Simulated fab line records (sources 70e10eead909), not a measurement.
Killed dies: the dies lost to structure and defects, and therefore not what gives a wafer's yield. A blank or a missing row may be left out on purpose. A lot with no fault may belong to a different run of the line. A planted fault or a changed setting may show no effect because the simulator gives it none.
Code-filled problem report in 8D (eight disciplines) form | flow nandHarc | the parts of the form that need people (team, actions taken, sign-off) are left out

1. WHAT IS WRONG
At NHARC_A_CHANNEL_HOLE_D1_ETCH_16, oesProductAu averages 1.224 a.u. over 2 wafers from 2 lots, while fault-free wafers read 0.998 a.u., standard deviation 0.015. That is +15 standard deviations from the usual mean.
The step: etches the open film in O2/COS, target depth 3100 nm, time 806 s.
Seen first at day 12 03:36 on rieDiel-06, wafer L652.2. The record holds 39 wafers of 13 lots with a number at this step. The rule behind "out" and "out of limits": a value lying over 4 standard deviations away from the usual mean. The rest of the wafers with a number are treated as sound.

2. WHAT IT IS AND WHAT IT IS NOT
question                    | is                | is not
which readings at this step | oesProductAu      | drypumpMotorCurrentA, rfVppV, showerheadPlenumPTorr, throttleValvePct
which lots                  | L652, L655        | L636, L637, L638, L639, L640, L641, L643, L644, L646, L647, L658
which wafers of those lots  | L652.2, L655.5    | L652.1, L652.6, L655.3, L655.4
read on which tools         | rieDiel-06        | rieDiel-01, rieDiel-03
when                        | from day 12 03:36 | up to then (32 sound wafers); but 5 sound wafers of L655, L658 came after

3. SUSPECTS, AND WHAT RULES EACH OUT
Counting: a tool at a process step up to the reading stays a suspect if it ran every lot that is out. Sound lots after the first of them don't rule it out here, since some wafers of a struck lot are sound.
- rieDiel-06 at NHARC_A_CHANNEL_HOLE_D1_ETCH_16 (etches the open film in O2/COS, target depth 3100 nm, time 806 s): kept. Ran every lot that is out, first one L652 (day 12 03:36); last sound lot up to then L647 (day 11 11:11). On those wafers its own readings are out: oesProductAu.
The count leaves rieDiel-06 at NHARC_A_CHANNEL_HOLE_D1_ETCH_16.

4. THE CAUSE (what the simulator had put in)
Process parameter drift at NHARC_A_CHANNEL_HOLE_D1_ETCH_16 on rieDiel-06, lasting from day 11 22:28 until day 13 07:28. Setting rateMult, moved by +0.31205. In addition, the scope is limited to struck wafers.
Only this tool survived the counting.

5. THE EFFECT CHAIN, in route order
One row per reading whose mean, taken over the struck wafers that have a number, lies over 3 standard deviations from the usual. Only readings whose record carries a usual standard deviation are examined. hours: median over the lots of the time between each lot's start at the first step of this table that gives one and its start at this step. sigmas: the change, counted in usual standard deviations.
hours | step                            | reading      | usual      | on struck wafers | change | sigmas
0     | NHARC_A_CHANNEL_HOLE_D1_ETCH_16 | oesProductAu | 0.998 a.u. | 1.224            | +0.226 | +15
It contains these process steps:
- NHARC_A_CHANNEL_HOLE_D1_ETCH_16: etches the open film in O2/COS, target depth 3100 nm, time 806 s.
Later steps that measure or inspect, where all struck wafers having a row at the step show a number for every such reading and not one has moved that far: NHARC_END_SORT_01.

6. WHAT WOULD HAVE CAUGHT IT SOONER
In this record the first reading out of limits was taken at day 12 03:36, 5 hours after the fault began at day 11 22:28.
